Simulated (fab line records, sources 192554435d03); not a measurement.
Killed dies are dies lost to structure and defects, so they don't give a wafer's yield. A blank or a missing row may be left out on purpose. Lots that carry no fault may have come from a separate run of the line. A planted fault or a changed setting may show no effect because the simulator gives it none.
The tool behind it: which one? :: flow n5-finfet :: 24 lots, 72 wafers sampled, at 5 steps of a route of 1938

WHAT EACH GAUGE READ, for each wafer
N5_BEOL_M4_INSPECT_59: inspects for defects (darkfield). Usual: raw-defect-count reads 75 (standard deviation 26).
lot: L074
measured: day 7 17:06
on: defect-inspect-01
raw-defect-count: 111 78 82
flag: 

lot: L076
measured: day 8 06:38
on: defect-inspect-02
raw-defect-count: 30 40 39
flag: 

lot: L075
measured: day 8 09:12
on: defect-inspect-01
raw-defect-count: 66 81 112
flag: 

lot: L077
measured: day 8 11:34
on: defect-inspect-01
raw-defect-count: 86 148 70
flag: 

lot: L078
measured: day 8 21:55
on: defect-inspect-02
raw-defect-count: 114 69 107
flag: 

lot: L079
measured: day 9 03:43
on: defect-inspect-02
raw-defect-count: 89 140 91
flag: 

lot: L081
measured: day 9 08:38
on: defect-inspect-02
raw-defect-count: 46 68 81
flag: 

lot: L080
measured: day 9 11:07
on: defect-inspect-02
raw-defect-count: 69 48 48
flag: 

lot: L082
measured: day 9 15:19
on: defect-inspect-02
raw-defect-count: 54 79 40
flag: 

lot: L083
measured: day 10 03:25
on: defect-inspect-01
raw-defect-count: 74 69 59
flag: 

lot: L084
measured: day 10 03:35
on: defect-inspect-01
raw-defect-count: 59 69 93
flag: 

lot: L085
measured: day 10 15:11
on: defect-inspect-02
raw-defect-count: 124 93 63
flag: 

lot: L086
measured: day 10 19:52
on: defect-inspect-01
raw-defect-count: 86 62 76
flag: 

lot: L088
measured: day 11 03:52
on: defect-inspect-01
raw-defect-count: 72 87 91
flag: 

lot: L087
measured: day 11 06:32
on: defect-inspect-02
raw-defect-count: 82 103 68
flag: 

lot: L089
measured: day 11 10:56
on: defect-inspect-02
raw-defect-count: 74 66 115
flag: 

lot: L091
measured: day 12 06:58
on: defect-inspect-02
raw-defect-count: 34 52 75
flag: 

lot: L090
measured: day 12 15:13
on: defect-inspect-01
raw-defect-count: 44 50 56
flag: 

lot: L093
measured: day 12 15:25
on: defect-inspect-02
raw-defect-count: 84 117 139
flag: 

lot: L092
measured: day 13 02:18
on: defect-inspect-01
raw-defect-count: 99 49 77
flag: 

lot: L094
measured: day 13 09:28
on: defect-inspect-02
raw-defect-count: 68 46 150
flag: 

lot: L095
measured: day 13 11:59
on: defect-inspect-01
raw-defect-count: 71 85 93
flag: 

lot: L096
measured: day 13 16:19
on: defect-inspect-02
raw-defect-count: 26 57 60
flag: 

lot: L097
measured: day 14 01:29
on: defect-inspect-02
raw-defect-count: 53 62 54
flag: 

N5_BEOL_M5_RS_MEAS_57: measures by four-point-probe. Usual: for M5_RS the level is 0.393 ohm/sq and the standard deviation is 0.018.
lot: L074
measured: day 8 06:49
on: film-metro-01
M5_RS (ohm/sq): 0.401 0.395 0.410
flag: 

lot: L076
measured: day 8 17:34
on: film-metro-02
M5_RS (ohm/sq): 0.425 0.380 0.404
flag: 

lot: L075
measured: day 8 20:13
on: film-metro-01
M5_RS (ohm/sq): 0.373 0.370 0.378
flag: 

lot: L077
measured: day 9 00:34
on: film-metro-02
M5_RS (ohm/sq): 0.395 0.418 0.437
flag: 

lot: L078
measured: day 9 08:42
on: film-metro-02
M5_RS (ohm/sq): 0.404 0.385 0.386
flag: 

lot: L079
measured: day 9 16:11
on: film-metro-02
M5_RS (ohm/sq): 0.404 0.412 0.403
flag: 

lot: L081
measured: day 9 21:22
on: film-metro-01
M5_RS (ohm/sq): 0.366 0.366 0.394
flag: 

lot: L080
measured: day 10 01:40
on: film-metro-01
M5_RS (ohm/sq): 0.392 0.373 0.405
flag: 

lot: L082
measured: day 10 09:14
on: film-metro-01
M5_RS (ohm/sq): 0.403 0.403 0.382
flag: 

lot: L083
measured: day 10 17:14
on: film-metro-01
M5_RS (ohm/sq): 0.375 0.402 0.379
flag: 

lot: L084
measured: day 10 17:44
on: film-metro-02
M5_RS (ohm/sq): 0.377 0.356 0.364
flag: 

lot: L085
measured: day 11 12:47
on: film-metro-01
M5_RS (ohm/sq): 0.426 0.377 0.389
flag: 

lot: L086
measured: day 11 08:34
on: film-metro-02
M5_RS (ohm/sq): 0.390 0.416 0.395
flag: 

lot: L088
measured: day 11 17:13
on: film-metro-02
M5_RS (ohm/sq): 0.395 0.362 0.395
flag: 

lot: L087
measured: day 11 22:24
on: film-metro-02
M5_RS (ohm/sq): 0.372 0.382 0.373
flag: 

lot: L089
measured: day 12 02:06
on: film-metro-02
M5_RS (ohm/sq): 0.407 0.363 0.378
flag: 

lot: L091
measured: day 12 20:08
on: film-metro-01
M5_RS (ohm/sq): 0.415 0.432 0.385
flag: 

lot: L090
measured: day 13 05:17
on: film-metro-02
M5_RS (ohm/sq): 0.412 0.421 0.381
flag: 

lot: L093
measured: day 13 04:47
on: film-metro-02
M5_RS (ohm/sq): 0.385 0.419 0.406
flag: 

lot: L092
measured: day 13 15:28
on: film-metro-02
M5_RS (ohm/sq): 0.404 0.432 0.409
flag: 

lot: L094
measured: day 13 21:48
on: film-metro-01
M5_RS (ohm/sq): 0.375 0.379 0.379
flag: 

lot: L095
measured: day 14 01:13
on: film-metro-01
M5_RS (ohm/sq): 0.392 0.383 0.400
flag: 

lot: L096
measured: day 14 03:26
on: film-metro-02
M5_RS (ohm/sq): 0.393 0.387 0.393
flag: 

lot: L097
measured: day 14 12:10
on: film-metro-02
M5_RS (ohm/sq): 0.389 0.404 0.395
flag: 

WHAT TOOL EACH LOT RAN ON (gives the tool, then ch and the chambers of the sampled wafers, and finally the start)
lot: L074
N5_BEOL_M5_SPUTTER_48: pvd-sputter-03, day 8 01:14
N5_BEOL_M5_ANNEAL_49: pvd-sputter-03, day 8 01:19
N5_BEOL_M5_ANNEAL_84: pvd-sputter-03, day 8 03:29

lot: L076
N5_BEOL_M5_SPUTTER_48: pvd-sputter-01, day 8 12:10
N5_BEOL_M5_ANNEAL_49: pvd-sputter-01, day 8 12:15
N5_BEOL_M5_ANNEAL_84: pvd-sputter-01, day 8 14:25

lot: L075
N5_BEOL_M5_SPUTTER_48: pvd-sputter-03, day 8 14:32
N5_BEOL_M5_ANNEAL_49: pvd-sputter-03, day 8 14:37
N5_BEOL_M5_ANNEAL_84: pvd-sputter-03, day 8 16:47

lot: L077
N5_BEOL_M5_SPUTTER_48: pvd-sputter-03, day 8 19:08
N5_BEOL_M5_ANNEAL_49: pvd-sputter-03, day 8 19:13
N5_BEOL_M5_ANNEAL_84: pvd-sputter-03, day 8 21:23

lot: L078
N5_BEOL_M5_SPUTTER_48: pvd-sputter-02, day 9 03:14
N5_BEOL_M5_ANNEAL_49: pvd-sputter-02, day 9 03:19
N5_BEOL_M5_ANNEAL_84: pvd-sputter-02, day 9 05:29

lot: L079
N5_BEOL_M5_SPUTTER_48: pvd-sputter-03, day 9 10:22
N5_BEOL_M5_ANNEAL_49: pvd-sputter-03, day 9 10:26
N5_BEOL_M5_ANNEAL_84: pvd-sputter-03, day 9 12:37

lot: L081
N5_BEOL_M5_SPUTTER_48: pvd-sputter-03, day 9 15:58
N5_BEOL_M5_ANNEAL_49: pvd-sputter-03, day 9 16:02
N5_BEOL_M5_ANNEAL_84: pvd-sputter-03, day 9 18:13

lot: L080
N5_BEOL_M5_SPUTTER_48: pvd-sputter-01, day 9 20:15
N5_BEOL_M5_ANNEAL_49: pvd-sputter-01, day 9 20:20
N5_BEOL_M5_ANNEAL_84: pvd-sputter-01, day 9 22:31

lot: L082
N5_BEOL_M5_SPUTTER_48: pvd-sputter-01, day 10 03:44
N5_BEOL_M5_ANNEAL_49: pvd-sputter-01, day 10 03:49
N5_BEOL_M5_ANNEAL_84: pvd-sputter-01, day 10 05:59

lot: L083
N5_BEOL_M5_SPUTTER_48: pvd-sputter-02, day 10 11:28
N5_BEOL_M5_ANNEAL_49: pvd-sputter-02, day 10 11:33
N5_BEOL_M5_ANNEAL_84: pvd-sputter-02, day 10 13:44

lot: L084
N5_BEOL_M5_SPUTTER_48: pvd-sputter-03, day 10 12:16
N5_BEOL_M5_ANNEAL_49: pvd-sputter-03, day 10 12:21
N5_BEOL_M5_ANNEAL_84: pvd-sputter-03, day 10 14:31

lot: L085
N5_BEOL_M5_SPUTTER_48: pvd-sputter-01, day 10 21:58
N5_BEOL_M5_ANNEAL_49: pvd-sputter-01, day 10 22:02
N5_BEOL_M5_ANNEAL_84: pvd-sputter-01, day 11 00:13

lot: L086
N5_BEOL_M5_SPUTTER_48: pvd-sputter-02, day 11 02:35
N5_BEOL_M5_ANNEAL_49: pvd-sputter-02, day 11 02:40
N5_BEOL_M5_ANNEAL_84: pvd-sputter-02, day 11 04:50

lot: L088
N5_BEOL_M5_SPUTTER_48: pvd-sputter-03, day 11 11:36
N5_BEOL_M5_ANNEAL_49: pvd-sputter-03, day 11 11:41
N5_BEOL_M5_ANNEAL_84: pvd-sputter-03, day 11 13:51

lot: L087
N5_BEOL_M5_SPUTTER_48: pvd-sputter-02, day 11 16:52
N5_BEOL_M5_ANNEAL_49: pvd-sputter-02, day 11 16:56
N5_BEOL_M5_ANNEAL_84: pvd-sputter-02, day 11 19:07

lot: L089
N5_BEOL_M5_SPUTTER_48: pvd-sputter-03, day 11 20:25
N5_BEOL_M5_ANNEAL_49: pvd-sputter-03, day 11 20:30
N5_BEOL_M5_ANNEAL_84: pvd-sputter-03, day 11 22:41

lot: L091
N5_BEOL_M5_SPUTTER_48: pvd-sputter-01, day 12 13:59
N5_BEOL_M5_ANNEAL_49: pvd-sputter-01, day 12 14:04
N5_BEOL_M5_ANNEAL_84: pvd-sputter-01, day 12 16:14

lot: L090
N5_BEOL_M5_SPUTTER_48: pvd-sputter-02, day 12 23:53
N5_BEOL_M5_ANNEAL_49: pvd-sputter-02, day 12 23:58
N5_BEOL_M5_ANNEAL_84: pvd-sputter-02, day 13 02:08

lot: L093
N5_BEOL_M5_SPUTTER_48: pvd-sputter-01, day 12 23:07
N5_BEOL_M5_ANNEAL_49: pvd-sputter-01, day 12 23:12
N5_BEOL_M5_ANNEAL_84: pvd-sputter-01, day 13 01:23

lot: L092
N5_BEOL_M5_SPUTTER_48: pvd-sputter-03, day 13 09:48
N5_BEOL_M5_ANNEAL_49: pvd-sputter-03, day 13 09:53
N5_BEOL_M5_ANNEAL_84: pvd-sputter-03, day 13 12:03

lot: L094
N5_BEOL_M5_SPUTTER_48: pvd-sputter-01, day 13 16:05
N5_BEOL_M5_ANNEAL_49: pvd-sputter-01, day 13 16:10
N5_BEOL_M5_ANNEAL_84: pvd-sputter-01, day 13 18:20

lot: L095
N5_BEOL_M5_SPUTTER_48: pvd-sputter-03, day 13 19:49
N5_BEOL_M5_ANNEAL_49: pvd-sputter-03, day 13 19:53
N5_BEOL_M5_ANNEAL_84: pvd-sputter-03, day 13 22:04

lot: L096
N5_BEOL_M5_SPUTTER_48: pvd-sputter-02, day 13 22:02
N5_BEOL_M5_ANNEAL_49: pvd-sputter-02, day 13 22:07
N5_BEOL_M5_ANNEAL_84: pvd-sputter-02, day 14 00:18

lot: L097
N5_BEOL_M5_SPUTTER_48: pvd-sputter-02, day 14 06:26
N5_BEOL_M5_ANNEAL_49: pvd-sputter-02, day 14 06:31
N5_BEOL_M5_ANNEAL_84: pvd-sputter-02, day 14 08:41
- N5_BEOL_M5_SPUTTER_48: material Cu, target thk 15 nm, time 27.62 s.
- N5_BEOL_M5_ANNEAL_49: time 1800 s.
- N5_BEOL_M5_ANNEAL_84: time 1800 s.

WHAT THE TOOLS THEMSELVES READ (means of the sampled wafers that have a number; where no wafer has one, the mark that the record gives instead)
N5_BEOL_M5_SPUTTER_48. Usual: throttle-valve-pct reads 30.3 % (standard deviation 1.3).
lot: L074
tool: pvd-sputter-03
throttle-valve-pct (%): 31.5
flag: 

lot: L076
tool: pvd-sputter-01
throttle-valve-pct (%): 28.9
flag: 

lot: L075
tool: pvd-sputter-03
throttle-valve-pct (%): 31.5
flag: 

lot: L077
tool: pvd-sputter-03
throttle-valve-pct (%): 31.4
flag: 

lot: L078
tool: pvd-sputter-02
throttle-valve-pct (%): 30.0
flag: 

lot: L079
tool: pvd-sputter-03
throttle-valve-pct (%): 31.3
flag: 

lot: L081
tool: pvd-sputter-03
throttle-valve-pct (%): 31.3
flag: 

lot: L080
tool: pvd-sputter-01
throttle-valve-pct (%): 28.8
flag: 

lot: L082
tool: pvd-sputter-01
throttle-valve-pct (%): 28.2
flag: 

lot: L083
tool: pvd-sputter-02
throttle-valve-pct (%): 30.0
flag: 

lot: L084
tool: pvd-sputter-03
throttle-valve-pct (%): 31.3
flag: 

lot: L085
tool: pvd-sputter-01
throttle-valve-pct (%): 28.4
flag: 

lot: L086
tool: pvd-sputter-02
throttle-valve-pct (%): 30.6
flag: 

lot: L088
tool: pvd-sputter-03
throttle-valve-pct (%): 31.1
flag: 

lot: L087
tool: pvd-sputter-02
throttle-valve-pct (%): 30.2
flag: 

lot: L089
tool: pvd-sputter-03
throttle-valve-pct (%): 31.4
flag: 

lot: L091
tool: pvd-sputter-01
throttle-valve-pct (%): 30.1
flag: 

lot: L090
tool: pvd-sputter-02
throttle-valve-pct (%): 30.0
flag: 

lot: L093
tool: pvd-sputter-01
throttle-valve-pct (%): 28.9
flag: 

lot: L092
tool: pvd-sputter-03
throttle-valve-pct (%): 31.4
flag: 

lot: L094
tool: pvd-sputter-01
throttle-valve-pct (%): 29.0
flag: 

lot: L095
tool: pvd-sputter-03
throttle-valve-pct (%): 31.2
flag: 

lot: L096
tool: pvd-sputter-02
throttle-valve-pct (%): 29.9
flag: 

lot: L097
tool: pvd-sputter-02
throttle-valve-pct (%): 30.6
flag: 

N5_BEOL_M5_ANNEAL_49. Usual: heater-power-w reads 827 W (standard deviation 81).
lot: L074
tool: pvd-sputter-03
heater-power-w (W): 840
flag: 

lot: L076
tool: pvd-sputter-01
heater-power-w (W): 720
flag: 

lot: L075
tool: pvd-sputter-03
heater-power-w (W): 832
flag: 

lot: L077
tool: pvd-sputter-03
heater-power-w (W): 833
flag: 

lot: L078
tool: pvd-sputter-02
heater-power-w (W): 879
flag: 

lot: L079
tool: pvd-sputter-03
heater-power-w (W): 832
flag: 

lot: L081
tool: pvd-sputter-03
heater-power-w (W): 811
flag: 

lot: L080
tool: pvd-sputter-01
heater-power-w (W): 706
flag: 

lot: L082
tool: pvd-sputter-01
heater-power-w (W): 805
flag: 

lot: L083
tool: pvd-sputter-02
heater-power-w (W): 858
flag: 

lot: L084
tool: pvd-sputter-03
heater-power-w (W): 865
flag: 

lot: L085
tool: pvd-sputter-01
heater-power-w (W): 789
flag: 

lot: L086
tool: pvd-sputter-02
heater-power-w (W): 882
flag: 

lot: L088
tool: pvd-sputter-03
heater-power-w (W): 858
flag: 

lot: L087
tool: pvd-sputter-02
heater-power-w (W): 859
flag: 

lot: L089
tool: pvd-sputter-03
heater-power-w (W): 834
flag: 

lot: L091
tool: pvd-sputter-01
heater-power-w (W): 656
flag: 

lot: L090
tool: pvd-sputter-02
heater-power-w (W): 909
flag: 

lot: L093
tool: pvd-sputter-01
heater-power-w (W): 728
flag: 

lot: L092
tool: pvd-sputter-03
heater-power-w (W): 825
flag: 

lot: L094
tool: pvd-sputter-01
heater-power-w (W): 719
flag: 

lot: L095
tool: pvd-sputter-03
heater-power-w (W): 868
flag: 

lot: L096
tool: pvd-sputter-02
heater-power-w (W): 907
flag: 

lot: L097
tool: pvd-sputter-02
heater-power-w (W): 860
flag: 

N5_BEOL_M5_ANNEAL_84. Usual: heater-power-w reads 828 W (standard deviation 82).
lot: L074
tool: pvd-sputter-03
heater-power-w (W): 831
flag: 

lot: L076
tool: pvd-sputter-01
heater-power-w (W): 714
flag: 

lot: L075
tool: pvd-sputter-03
heater-power-w (W): 824
flag: 

lot: L077
tool: pvd-sputter-03
heater-power-w (W): 830
flag: 

lot: L078
tool: pvd-sputter-02
heater-power-w (W): 906
flag: 

lot: L079
tool: pvd-sputter-03
heater-power-w (W): 833
flag: 

lot: L081
tool: pvd-sputter-03
heater-power-w (W): 799
flag: 

lot: L080
tool: pvd-sputter-01
heater-power-w (W): 723
flag: 

lot: L082
tool: pvd-sputter-01
heater-power-w (W): 809
flag: 

lot: L083
tool: pvd-sputter-02
heater-power-w (W): 853
flag: 

lot: L084
tool: pvd-sputter-03
heater-power-w (W): 860
flag: 

lot: L085
tool: pvd-sputter-01
heater-power-w (W): 788
flag: 

lot: L086
tool: pvd-sputter-02
heater-power-w (W): 879
flag: 

lot: L088
tool: pvd-sputter-03
heater-power-w (W): 868
flag: 

lot: L087
tool: pvd-sputter-02
heater-power-w (W): 874
flag: 

lot: L089
tool: pvd-sputter-03
heater-power-w (W): 845
flag: 

lot: L091
tool: pvd-sputter-01
heater-power-w (W): 657
flag: 

lot: L090
tool: pvd-sputter-02
heater-power-w (W): 903
flag: 

lot: L093
tool: pvd-sputter-01
heater-power-w (W): 735
flag: 

lot: L092
tool: pvd-sputter-03
heater-power-w (W): 845
flag: 

lot: L094
tool: pvd-sputter-01
heater-power-w (W): 717
flag: 

lot: L095
tool: pvd-sputter-03
heater-power-w (W): 882
flag: 

lot: L096
tool: pvd-sputter-02
heater-power-w (W): 895
flag: 

lot: L097
tool: pvd-sputter-02
heater-power-w (W): 884
flag: 

THE ANSWER, worked out from the rows above alone
Rule: a lot counts as off when the mean over its wafers that have a number is more than 3 standard deviations away from the usual mean. Also off: a lot with no number at a reading for which 4 or more lots have one. Any other lot the step has rows for is counted as sound. Order of review: gauges by route order, followed by the tools' own readings, for which a lot's mean as printed above is used. The first step at which some lot is off is used, and at that step the reading that is off furthest; a lot without a number counts as furthest.
None of the lots is off at any reading shown; this tells nothing.

WHAT WAS PUT IN BY THE SIMULATOR
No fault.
